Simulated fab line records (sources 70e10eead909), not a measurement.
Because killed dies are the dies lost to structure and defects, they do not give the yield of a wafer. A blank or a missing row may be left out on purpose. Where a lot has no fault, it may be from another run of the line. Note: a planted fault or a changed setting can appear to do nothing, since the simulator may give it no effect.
Which tool was responsible?    flow nandHarc    14 lots with 39 wafers sampled at 5 steps, on a route of 1159 steps

WHAT THE GAUGES SHOWED, per wafer
NHARC_END_SORT_01. Usual: killedAtArray 24, standard deviation 8.4; killedAtOther 0.7, standard deviation 1.1; killedAtPeriphery 2.9, standard deviation 1.7; killedDies 27, standard deviation 8.6; killedOpen 3.3, standard deviation 1.8; killedShort 1.8, standard deviation 1.4.
lot   measured      on         killedAtArray  killedAtOther  killedAtPeriphery  killedDies  killedOpen  killedShort  flag
L489  day 21 02:35  prober-02  40 37 37       4 0 1          0 0 2              44 37 40    3 3 0       2 2 4        
L502  day 23 21:20  prober-02  185 36         1 0            4 4                190 40      4 2         2 3          OFF
L501  day 23 21:25  prober-01  147 21         0 0            5 4                152 25      1 4         2 0          OFF

WHAT TOOL EACH LOT RAN ON (gives the tool, then ch and the chambers of the sampled wafers, and finally the start)
lot   NHARC_A_CONTACT_DEP_84        NHARC_THIN_TSV_DEP_47            NHARC_THIN_TSV_DESCUM_35           NHARC_THIN_TSV_ETCH_36
L483  aclDep-02 ch 0, day 17 00:17  pecvd-02 ch 0,1,2, day 19 04:26  rieDiel-08 ch 0,2,3, day 19 08:41  rieMetal-01 ch 0,1, day 19 09:04
L482  aclDep-01 ch 0, day 17 00:17  pecvd-04 ch 1,2, day 19 05:38    rieDiel-07 ch 0,1,2, day 19 10:00  rieMetal-02 ch 0,1, day 19 10:21
L487  aclDep-02 ch 0, day 17 13:46  pecvd-04 ch 1,2, day 19 07:55    rieDiel-01 ch 2,3, day 19 12:11    rieMetal-02 ch 0,1, day 19 12:36
L486  aclDep-01 ch 0, day 17 19:34  pecvd-04 ch 0,1, day 19 12:28    rieDiel-07 ch 0,1,3, day 19 16:43  rieMetal-02 ch 0,1, day 19 17:05
L488  aclDep-01 ch 0, day 18 09:37  pecvd-02 ch 0,2, day 19 23:39    rieDiel-01 ch 0,1,3, day 20 04:10  rieMetal-02 ch 1, day 20 04:46
L490  aclDep-01 ch 0, day 18 11:14  pecvd-02 ch 0,1,2, day 20 01:16  rieDiel-07 ch 0,1,2, day 20 06:34  rieMetal-03 ch 0,1, day 20 06:57
L489  aclDep-03 ch 0, day 18 17:55  pecvd-04 ch 0,1,2, day 20 12:58  rieDiel-01 ch 1,2,3, day 20 17:11  rieMetal-03 ch 0, day 20 17:34
L491  aclDep-02 ch 0, day 19 06:12  pecvd-02 ch 0,1,2, day 20 21:28  rieDiel-07 ch 0,1,2, day 21 01:37  rieMetal-02 ch 0,1, day 21 01:59
L492  aclDep-02 ch 0, day 19 07:13  pecvd-02 ch 1,2, day 20 20:03    rieDiel-07 ch 0,1, day 21 00:20    rieMetal-01 ch 0,1, day 21 00:43
L495  aclDep-02 ch 0, day 19 20:50  pecvd-02 ch 0,2, day 21 13:56    rieDiel-08 ch 0,1,2, day 21 18:20  rieMetal-01 ch 0,1, day 21 18:43
L502  aclDep-02 ch 0, day 21 07:59  pecvd-03 ch 0,2, day 23 09:23    rieDiel-01 ch 1,2, day 23 13:59    rieMetal-02 ch 0,1, day 23 14:21
L501  aclDep-02 ch 0, day 21 11:03  pecvd-03 ch 1,2, day 23 08:27    rieDiel-08 ch 3, day 23 13:05      rieMetal-03 ch 0, day 23 13:28
L503  aclDep-02 ch 0, day 22 02:58  pecvd-03 ch 1,2, day 24 02:10    rieDiel-08 ch 0,1, day 24 06:29    rieMetal-02 ch 0,1, day 24 06:52
L504  aclDep-03 ch 0, day 22 16:36  pecvd-02 ch 0,1, day 24 08:01    rieDiel-08 ch 0,2, day 24 12:15    rieMetal-01 ch 0,1, day 24 12:38
- NHARC_A_CONTACT_DEP_84: deposits aC, target thk 2000 nm.
- NHARC_THIN_TSV_DEP_47: deposits SiO2, target thk 200 nm.
- NHARC_THIN_TSV_DESCUM_35: chemistry O2, time 3 s.
- NHARC_THIN_TSV_ETCH_36: etches the open film in Cl2/BCl3, target depth 65 nm, time 18.571 s.

AS READ BY THE TOOLS THEMSELVES (means over the sampled wafers that have a number; for cases with no such wafer, the mark the record gives instead)
NHARC_A_CONTACT_DEP_84. Usual: 35.000 % for throttleValvePct, sd 0.0094.
lot   tool       throttleValvePct (%)  flag
L483  aclDep-02  35.001                
L482  aclDep-01  34.991                
L487  aclDep-02  35.004                
L486  aclDep-01  34.989                
L488  aclDep-01  35.002                
L490  aclDep-01  35.004                
L489  aclDep-03  34.993                
L491  aclDep-02  35.002                
L492  aclDep-02  35.004                
L495  aclDep-02  35.002                
L502  aclDep-02  35.001                
L501  aclDep-02  35.006                
L503  aclDep-02  35.006                
L504  aclDep-03  35.001                

NHARC_THIN_TSV_DEP_47. Usual: 15.6 % for throttleValvePct, sd 0.67.
lot   tool      throttleValvePct (%)  flag
L483  pecvd-02  15.0                  
L482  pecvd-04  15.6                  
L487  pecvd-04  15.8                  
L486  pecvd-04  16.3                  
L488  pecvd-02  15.2                  
L490  pecvd-02  15.0                  
L489  pecvd-04  16.0                  
L491  pecvd-02  15.0                  
L492  pecvd-02  14.9                  
L495  pecvd-02  15.0                  
L502  pecvd-03  16.4                  
L501  pecvd-03  16.0                  
L503  pecvd-03  16.1                  
L504  pecvd-02  14.9                  

NHARC_THIN_TSV_DESCUM_35. Usual: drypumpMotorCurrentA 5.5 A, standard deviation 0.39; oesProductAu 0.999 a.u., standard deviation 0.014; rfVppV 57.8 V, standard deviation 0.84; showerheadPlenumPTorr 1.93 Torr, standard deviation 0.077; throttleValvePct 11.312 %, standard deviation 0.0078.
lot   tool        drypumpMotorCurrentA (A)  oesProductAu (a.u.)  rfVppV (V)  showerheadPlenumPTorr (Torr)  throttleValvePct (%)  flag
L483  rieDiel-08  5.2                       1.000                56.9        1.91                          11.317                
L482  rieDiel-07  5.4                       0.999                58.3        1.91                          11.320                
L487  rieDiel-01  5.6                       1.012                57.9        2.01                          11.311                
L486  rieDiel-07  5.4                       1.000                57.6        1.89                          11.314                
L488  rieDiel-01  6.0                       1.004                57.6        1.90                          11.297                
L490  rieDiel-07  5.4                       0.989                58.2        1.91                          11.315                
L489  rieDiel-01  5.7                       1.010                57.3        1.99                          11.315                
L491  rieDiel-07  5.4                       0.994                57.8        1.91                          11.316                
L492  rieDiel-07  5.4                       0.999                57.4        1.87                          11.311                
L495  rieDiel-08  5.3                       1.016                58.0        1.96                          11.310                
L502  rieDiel-01  5.8                       0.994                59.0        1.98                          11.311                
L501  rieDiel-08  5.1                       0.980                56.5        1.79                          11.315                
L503  rieDiel-08  5.7                       0.995                57.6        1.95                          11.312                
L504  rieDiel-08  5.1                       1.012                57.7        1.96                          11.310                

NHARC_THIN_TSV_ETCH_36. Usual: drypumpMotorCurrentA 5.57 A, standard deviation 0.2; oesProductAu 1.007 a.u., standard deviation 0.0091.
lot   tool         drypumpMotorCurrentA (A)  oesProductAu (a.u.)  flag
L483  rieMetal-01  5.82                      1.001                
L482  rieMetal-02  5.50                      1.012                
L487  rieMetal-02  5.50                      1.007                
L486  rieMetal-02  5.41                      1.013                
L488  rieMetal-02  5.29                      1.013                
L490  rieMetal-03  5.57                      1.003                
L489  rieMetal-03  5.48                      1.015                
L491  rieMetal-02  5.41                      1.010                
L492  rieMetal-01  5.81                      1.009                
L495  rieMetal-01  5.81                      1.008                
L502  rieMetal-02  5.46                      1.010                
L501  rieMetal-03  5.48                      1.004                
L503  rieMetal-02  5.47                      1.008                
L504  rieMetal-01  5.81                      1.008                

THE ANSWER, worked out from the rows above alone
Rule: a lot counts as off when the mean over its wafers that have a number is more than 3 standard deviations away from the usual mean. A lot without any number at a reading at which 4 lots or more have one is off too. Any other lot the step has rows for is counted as sound. The gauges are gone through in route order, then the tools' own readings, and for those a lot's mean is taken as printed above. The first step at which some lot is off is used, and at that step the reading that is off furthest; a lot without a number counts as furthest.
Off at NHARC_END_SORT_01 (killedAtArray): L502, L501. Neither off nor sound, because the step has no rows for them: L483, L482, L487, L486, L488, L490, L491, L492, L495, L503, L504.
If a tool, at a process step before that reading, ran all the lots that are off and no sound lot after the first of them, it fits. Gauges at NHARC_END_SORT_01: tried the same way as those tools. Undecided on this evidence; 2 tools fit (aclDep-02 at NHARC_A_CONTACT_DEP_84, pecvd-03 at NHARC_THIN_TSV_DEP_47).

WHAT THE SIMULATOR HAD PUT IN
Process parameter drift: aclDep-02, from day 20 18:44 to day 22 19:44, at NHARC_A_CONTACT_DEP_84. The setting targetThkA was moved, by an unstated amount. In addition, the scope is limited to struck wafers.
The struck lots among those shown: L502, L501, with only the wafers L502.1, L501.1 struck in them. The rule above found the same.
